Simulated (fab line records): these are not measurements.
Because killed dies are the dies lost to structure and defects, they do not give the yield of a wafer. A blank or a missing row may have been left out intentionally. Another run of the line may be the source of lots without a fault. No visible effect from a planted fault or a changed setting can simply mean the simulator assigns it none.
Chamber matching :: flow nand-harc :: NHARC_A_STAIRCASE_ETCH_271 on rie-diel-12: 4 sister chambers
The step etches the open film in CF4/CHF3. 8 wafers are shown with their chamber, then 8 later ones without.

EACH WAFER AND ITS CHAMBER
wafer: L075.6
chamber: 3
drypump-motor-current-A (A): 5.5
showerhead-plenum-p-Torr (Torr): 1.54

wafer: L074.4
chamber: 0
drypump-motor-current-A (A): 5.5
showerhead-plenum-p-Torr (Torr): 1.56

wafer: L074.6
chamber: 1
drypump-motor-current-A (A): 5.7
showerhead-plenum-p-Torr (Torr): 1.62

wafer: L079.2
chamber: 1
drypump-motor-current-A (A): 5.6
showerhead-plenum-p-Torr (Torr): 1.62

wafer: L080.1
chamber: 3
drypump-motor-current-A (A): 5.5
showerhead-plenum-p-Torr (Torr): 1.54

wafer: L082.1
chamber: 0
drypump-motor-current-A (A): 5.5
showerhead-plenum-p-Torr (Torr): 1.55

wafer: L082.5
chamber: 2
drypump-motor-current-A (A): 5.2
showerhead-plenum-p-Torr (Torr): 1.53

wafer: L089.1
chamber: 2
drypump-motor-current-A (A): 5.2
showerhead-plenum-p-Torr (Torr): 1.53

WAFERS MISSING THEIR CHAMBER
wafer: L089.3
drypump-motor-current-A (A): 5.5
showerhead-plenum-p-Torr (Torr): 1.55

wafer: L089.6
drypump-motor-current-A (A): 5.4
showerhead-plenum-p-Torr (Torr): 1.55

wafer: L090.1
drypump-motor-current-A (A): 5.6
showerhead-plenum-p-Torr (Torr): 1.61

wafer: L090.3
drypump-motor-current-A (A): 5.2
showerhead-plenum-p-Torr (Torr): 1.53

wafer: L090.6
drypump-motor-current-A (A): 5.2
showerhead-plenum-p-Torr (Torr): 1.53

wafer: L096.2
drypump-motor-current-A (A): 5.7
showerhead-plenum-p-Torr (Torr): 1.60

wafer: L096.4
drypump-motor-current-A (A): 5.5
showerhead-plenum-p-Torr (Torr): 1.52

wafer: L096.6
drypump-motor-current-A (A): 5.5
showerhead-plenum-p-Torr (Torr): 1.52

THE CHAMBER EACH PASSED THROUGH
wafer: L089.3
from the rows above: can't be placed: 0 or 3
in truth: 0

wafer: L089.6
from the rows above: can't be placed: 0 or 3
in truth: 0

wafer: L090.1
from the rows above: 1
in truth: 1

wafer: L090.3
from the rows above: 2
in truth: 2

wafer: L090.6
from the rows above: 2
in truth: 2

wafer: L096.2
from the rows above: 1
in truth: 1

wafer: L096.4
from the rows above: 3
in truth: 3

wafer: L096.6
from the rows above: 3
in truth: 3
Placed correctly: 6 of 8. These rows do not allow placing 2 (true chamber among the candidates in 2). Wrongly placed: 0.
How it was worked out, from the rows above alone: a wafer's distance from a chamber is the root of the sum, over the readings, of the square of ((its reading less the chamber's mean) divided by the reading's scatter). The wafer belongs to the nearest chamber; if the next one is less than 2 further off, it can't be placed. A chamber's mean is the mean of its shown wafers. The scatter: the root of (the sum of the squares of (reading less its chamber's mean) over the shown wafers, divided by (wafers less chambers)).
